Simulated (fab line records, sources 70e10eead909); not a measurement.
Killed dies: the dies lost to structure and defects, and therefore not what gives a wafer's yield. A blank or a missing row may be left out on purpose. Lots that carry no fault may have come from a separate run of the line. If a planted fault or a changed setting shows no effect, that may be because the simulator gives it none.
fab line records	flow nand-harc
record lots=5	wafers=15	last-day=33
route steps=1302 shown P_GATE@155 END@1302
lots with no fault: from the same line, run without faults
start-h: hours from the record's first day to the start of the lot's first wafer shown	wait-h: hours elapsed since this lot's preceding step	" as in the row above	L1.1+2: one row covering several wafers at once	- no value, or no start given	* or withheld: withheld	< > ~ a bound
route shown NAME@n: names a module that has steps shown in the file, with the first one's number in the route	usual: mean and standard deviation over wafers with no fault	same: alike in all rows	chamber/n: place in a boat	sites: each site's reading	_std_site: how widely they spread, as a standard deviation	_edge_site: inner sites' mean taken away from outer sites' mean	radius-mm: for every site, how far away it sits from the centre of the wafer	mask NAME#n: copy n	behind: tool/chamber where the wafer was last shaped	hold: why the lot was held/for how many hours/how that ended	device: names the non-switching transistor (n, p or np)	end of line: the tests these same wafers got at the end of their route	a step without rows: its recipe alone	killed: at the first sort, the dies lost to defects and structure; wafer yield is something else	map: a wafer's dies, marking killed ones x, the rest . and places with no die _
set.NAME: the setting that was run; set.NAME@STEP: the one run at that earlier step	model.NAME: the simulator's own value behind a step, which no gauge read
lots at selected steps of the route; one table per step, one row per wafer
services: when a tool's chamber went out of use (start-h, in hours from the record's first day, below 0 if earlier), for how many hours, and the reason
## steps
# step NHARC_P_GATE_ALD_36
# recipe target-thk-a=200	pulse-time-s=60	ald-cycles=223	temp-c=400	material=SiNx
# usual heater-power-w=832/43	precursor-pulse-height-rel=1.002/0.021
# same ald-cycles=223
lot.wafer	tool	chamber	start-h	wait-h	heater-power-w	precursor-pulse-height-rel
L656.3	ald-sin-02	0	107.13	-	726	1.021
L656.1	"	1	108.56	-	797	0.983
L656.2	"	2	109.99	-	869	0.967
L660.3	ald-sin-04	1	149.28	-	918	0.997
L660.2	"	2	150.35	-	826	1.064
L660.6	"	2	154.64	-	821	0.967
L671.4	ald-sin-02	3	253.91	-	864	1.014
L671.3	"	0	254.98	-	754	1.041
L671.6	"	3	258.20	-	867	1.004
L673.2	ald-sin-04	1	277.07	-	871	0.981
L673.6	"	0	279.90	-	810	0.980
L673.4	"	2	282.73	-	811	1.010
L677.3	ald-sin-03	0	328.31	-	852	1.043
L677.1	"	1	329.35	-	866	0.986
L677.5	"	0	332.49	-	858	1.028
# step NHARC_P_GATE_ETCHBACK_37
# recipe target-depth-a=345	time-s=17.2	chf3-flow-sccm=50	o2-flow-sccm=10	ar-flow-sccm=200	rf-w=500	bias-w=200	chemistry=CHF3/O2
# usual chf3-flow-sccm=50.01/0.14	drypump-motor-current-A=5.44/0.29	oes-product-au=0.941/0.03	rf-vpp-V=370.8/2.1	showerhead-plenum-p-Torr=2.41/0.092	throttle-valve-pct=20.572/0.0086
lot.wafer	tool	chamber	start-h	wait-h	chf3-flow-sccm	drypump-motor-current-A	oes-product-au	rf-hours-counter-h	rf-vpp-V	showerhead-plenum-p-Torr	throttle-valve-pct
L656.2	rie-diel-06	3	-	-	49.99	5.56	0.915	12	373.4	2.52	20.575
L656.1	"	0	"	"	50.04	5.25	0.905	13	371.2	2.46	20.574
L656.3	"	2	"	"	50.14	5.61	0.918	11	370.4	2.37	20.562
L660.3	rie-diel-06	0	-	-	49.98	5.24	0.993	1	371.3	2.46	20.574
L660.2	"	3	"	"	50.02	5.59	0.991	2	372.3	2.52	20.552
L660.6	"	0	"	"	50.16	5.24	0.999	-	373.0	2.46	20.585
L671.4	rie-diel-06	0	-	-	50.04	5.25	0.926	5	373.1	2.46	20.575
L671.3	"	2	"	"	50.05	5.61	0.923	6	370.9	2.37	20.578
L671.6	"	0	"	"	50.00	5.25	0.920	-	371.0	2.46	20.576
L673.4	rie-diel-06	1	-	-	50.12	5.03	0.926	7	368.1	2.28	20.567
L673.2	"	2	"	"	49.80	5.64	0.924	8	369.8	2.37	20.578
L673.6	"	2	"	"	49.86	5.61	0.928	-	370.1	2.37	20.579
L677.1	rie-diel-06	1	-	-	49.91	5.04	0.923	1	368.4	2.28	20.569
L677.3	"	3	"	"	50.05	5.60	0.922	1	373.2	2.52	20.580
L677.5	"	1	"	"	49.98	5.01	0.921	-	368.0	2.28	20.569
# step NHARC_P_GATE_STRIP_101
# recipe time-s=20	o2-flow-sccm=500	ar-flow-sccm=0	bias-w=0	chemistry=O2
# usual drypump-motor-current-A=5.45/0.29	oes-product-au=1.001/0.0072	rf-vpp-V=57.7/1	showerhead-plenum-p-Torr=3.54/0.13	throttle-valve-pct=17.037/0.0088
lot.wafer	tool	chamber	start-h	wait-h	drypump-motor-current-A	oes-product-au	rf-hours-counter-h	rf-vpp-V	showerhead-plenum-p-Torr	throttle-valve-pct
L656.2	rie-diel-06	2	118.97	0.1	5.63	1.005	11	56.4	3.49	17.034
L656.3	"	3	"	"	5.61	0.998	12	57.6	3.70	17.042
L656.1	"	0	"	"	5.26	1.002	13	57.1	3.61	17.034
L660.2	rie-diel-06	1	158.98	0.1	5.02	1.007	2	56.9	3.36	17.032
L660.3	"	0	"	"	5.25	1.004	1	57.5	3.61	17.031
L660.6	"	1	"	"	5.05	0.995	-	58.2	3.36	17.042
L671.3	rie-diel-06	0	262.55	0.1	5.26	0.997	5	57.9	3.61	17.032
L671.4	"	3	"	"	5.63	1.011	5	57.7	3.70	17.047
L671.6	"	1	"	"	5.01	0.998	-	57.3	3.36	17.032
L673.2	rie-diel-06	0	287.41	0.1	5.24	1.002	7	57.8	3.61	17.037
L673.4	"	2	"	"	5.61	1.013	8	57.7	3.48	17.031
L673.6	"	3	"	"	5.58	0.999	-	58.2	3.69	17.026
L677.1	rie-diel-06	0	337.84	0.1	5.27	0.987	1	58.4	3.61	17.052
L677.3	"	3	"	"	5.61	1.008	1	59.2	3.69	17.026
L677.5	"	1	"	"	5.03	0.996	-	57.7	3.36	17.049
# step NHARC_P_GATE_PRECLEAN_97
# recipe time-s=600	temp-c=120	chemistry=SPM
# step NHARC_P_GATE_SRD_98
# step NHARC_P_GATE_PRECLEAN_99
# recipe time-s=*	temp-c=50	bath-age-min=0	chemistry=SC1
# step NHARC_P_GATE_SRD_100
# step NHARC_P_GATE_DEHYDRATE_38
# recipe temp-c=150	time-s=120
# step NHARC_P_GATE_HMDS_39
# recipe time-s=30
# step NHARC_P_GATE_COAT_40
# recipe spin-rpm=3000
# step NHARC_P_GATE_SOFTBAKE_41
# recipe temp-c=122	time-s=95
# step NHARC_P_GATE_EBR_42
# step NHARC_P_GATE_EXPOSE_43
# recipe na=0.6	target-cd-nm=720	dose-mj=14.81	mask-id=P_NSD
# usual stage-vel-mm-s=499.96/0.23
lot.wafer	tool	chamber	start-h	wait-h	mask	stage-vel-mm-s
L656.1	krf-scanner-03	0	119.74	-	P_NSD#0	499.20
L656.2	"	0	"	"	P_NSD#0	499.74
L656.3	"	0	"	"	P_NSD#0	499.38
L660.2	krf-scanner-01	0	159.74	-	P_NSD_R1#0	500.26
L660.3	"	0	"	"	P_NSD_R1#0	500.18
L660.6	"	0	"	"	P_NSD_R1#0	499.83
L671.3	krf-scanner-01	0	263.32	-	P_NSD#0	499.97
L671.4	"	0	"	"	P_NSD#0	499.67
L671.6	"	0	"	"	P_NSD#0	499.86
L673.2	krf-scanner-01	0	288.18	-	P_NSD#0	500.21
L673.4	"	0	"	"	P_NSD#0	500.30
L673.6	"	0	"	"	P_NSD#0	499.94
L677.1	krf-scanner-02	0	338.61	-	P_NSD#0	499.94
L677.3	"	0	"	"	P_NSD#0	500.03
L677.5	"	0	"	"	P_NSD#0	499.97
# step NHARC_P_GATE_PEB_44
# recipe peb-temp-c=118	peb-time-s=85
# step NHARC_P_GATE_DEVELOP_45
# recipe time-s=70
# step NHARC_P_GATE_CD_MEAS_46
# recipe target-cd-nm=720	landing-energy-ev=500
# usual cd-nm=720.5/1.2
lot.wafer	tool	chamber	start-h	wait-h	cd-nm
L656.1	cd-sem-01	0	119.89	-	722.7
L656.2	"	0	"	"	720.0
L656.3	"	0	"	"	721.2
L660.2	cd-sem-03	0	159.90	-	666.8
L660.3	"	0	"	"	667.1
L660.6	"	0	"	"	665.6
L671.3	cd-sem-02	0	263.47	-	718.2
L671.4	"	0	"	"	720.1
L671.6	"	0	"	"	719.9
L673.2	cd-sem-02	0	288.33	-	719.7
L673.4	"	0	"	"	723.1
L673.6	"	0	"	"	720.0
L677.1	cd-sem-02	0	338.77	-	720.1
L677.3	"	0	"	"	719.3
L677.5	"	0	"	"	718.4
# step NHARC_P_GATE_HARDBAKE_47
# recipe temp-c=125	time-s=80
# step NHARC_P_GATE_DESCUM_48
# recipe time-s=3	o2-flow-sccm=200	ar-flow-sccm=0	bias-power-w=0	chemistry=O2
# usual drypump-motor-current-A=5.4/0.36	oes-product-au=1.002/0.007	rf-vpp-V=57.9/1	showerhead-plenum-p-Torr=1.92/0.075	throttle-valve-pct=11.310/0.0093
lot.wafer	tool	chamber	start-h	wait-h	drypump-motor-current-A	oes-product-au	rf-hours-counter-h	rf-vpp-V	showerhead-plenum-p-Torr	throttle-valve-pct	model.P_GATE.cd-nm
L656.3	rie-diel-06	2	120.06	-	5.6	1.007	11	56.9	1.89	11.293	721.3
L656.2	"	3	"	"	5.6	0.997	12	58.9	2.01	11.311	720.1
L656.1	"	1	"	"	5.0	1.004	12	56.7	1.82	11.327	723
L660.2	rie-diel-09	1	160.07	-	4.8	1.004	0	58.6	1.96	11.310	666.6
L660.3	"	3	"	"	5.8	1.009	0	56.9	1.81	11.296	666.3
L660.6	"	1	"	"	4.8	1.006	-	58.3	1.96	11.300	666.1
L671.4	rie-diel-07	1	263.65	-	5.7	0.997	8	56.9	1.99	11.306	720
L671.3	"	2	"	"	5.1	1.008	7	58.2	1.79	11.295	718.4
L671.6	"	0	"	"	5.9	0.998	-	58.6	1.98	11.320	719.7
L673.2	rie-diel-09	2	288.51	-	5.3	1.005	5	59.4	1.90	11.316	720.5
L673.4	"	3	"	"	5.8	0.999	4	55.6	1.80	11.319	722.9
L673.6	"	1	"	"	4.8	1.015	-	58.2	1.96	11.304	721.2
L677.3	rie-diel-07	0	338.93	-	5.9	0.991	3	57.1	1.98	11.294	719.5
L677.1	"	3	"	"	5.8	1.010	2	56.2	1.93	11.300	720.2
L677.5	"	1	"	"	5.7	0.995	-	58.8	1.99	11.309	718.6
# step NHARC_P_GATE_IMPLANT_49
# recipe energy-kev=30	dose-cm2=3e+15	tilt-deg=7
# step NHARC_END_SORT_01
# recipe temp-c=25
# usual killed-at-array=55/17	killed-at-other=1.1/1.4	killed-at-periphery=3.9/3	killed-dies=59/17	killed-open=3.5/2	killed-short=2.6/1.6
# same gross-dies=677
lot.wafer	tool	chamber	start-h	wait-h	killed-at-array	killed-at-other	killed-at-periphery	killed-dies	killed-open	killed-short
L660.2	prober-02	0	611.99	2.8	49	1	8	58	3	4
# killed by level:class
L660.2 A_SLIT:chamber-film-flake=29 A_CHANNEL_HOLE_D2:chamber-film-flake=10 A_STAIRCASE:chamber-film-flake=3 P_CONTACT:geometric-particle:short=2 A_ONON_D2:geometric-particle:open=2 A_ONON_D2:geometric-particle:short=2 A_CHANNEL_HOLE_D1:chamber-film-flake=2 P_GATE:area-expose=2
## services
tool	chamber	start-h	hours	kind
krf-scanner-01	-	92.78	0.5	repair
ald-sin-02	3	102.98	4.2	repair
krf-scanner-01	-	103.90	3.2	repair
rie-diel-07	2	104.51	5.0	repair
ald-sin-04	-	106.54	0.8	repair
krf-scanner-01	-	114.62	0.8	repair
rie-diel-07	-	117.20	9.0	pm
rie-diel-06	0	119.30	3.1	repair
ald-sin-02	-	123.82	10.0	pm
rie-diel-06	-	130.20	9.0	pm
ald-sin-04	1	130.82	1.6	repair
krf-scanner-01	-	140.00	4.0	pm
rie-diel-09	-	143.10	9.0	pm
rie-diel-09	0	163.07	6.6	repair
ald-sin-04	2	165.07	3.7	repair
rie-diel-07	1	172.11	5.1	repair
rie-diel-07	3	200.40	4.0	repair
rie-diel-09	1	240.36	4.9	repair
ald-sin-04	1	242.07	3.5	repair
rie-diel-09	2	243.48	5.8	repair
rie-diel-09	-	270.74	13.2	repair
rie-diel-06	1	304.02	5.5	repair
rie-diel-06	-	307.20	9.0	pm
krf-scanner-01	-	312.00	4.0	pm
## key
first-sign step=NHARC_P_GATE_EXPOSE_43	reading=mask	direction=changed
effect step=NHARC_P_GATE_CD_MEAS_46	reading=cd-nm	direction=down	sigmas=44	usual=720.5	struck=666.5
model-effect step=NHARC_P_GATE_DESCUM_48	value=P_GATE.cd-nm	without=720.1	struck=666.4
met-at NHARC_P_GATE_EXPOSE_43
struck-wafers L660.2,L660.3,L660.6
tester-left-out L660
fault kind=wrong-mask	tool=any	chamber=-	onset-h=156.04	steps=NHARC_P_GATE_EXPOSE_43	aux-copy=P_NSD_R1#0	cd-offset-nm=-53.701	scope=struck-lots-only
# tester-left-out: of these lots the tester's yield and bins aren't shown, on N5 and GAA mostly nor the transistor test; their killed dies are dies lost to structure and defects alone, not to doping, threshold or leakage, so they don't give the yield
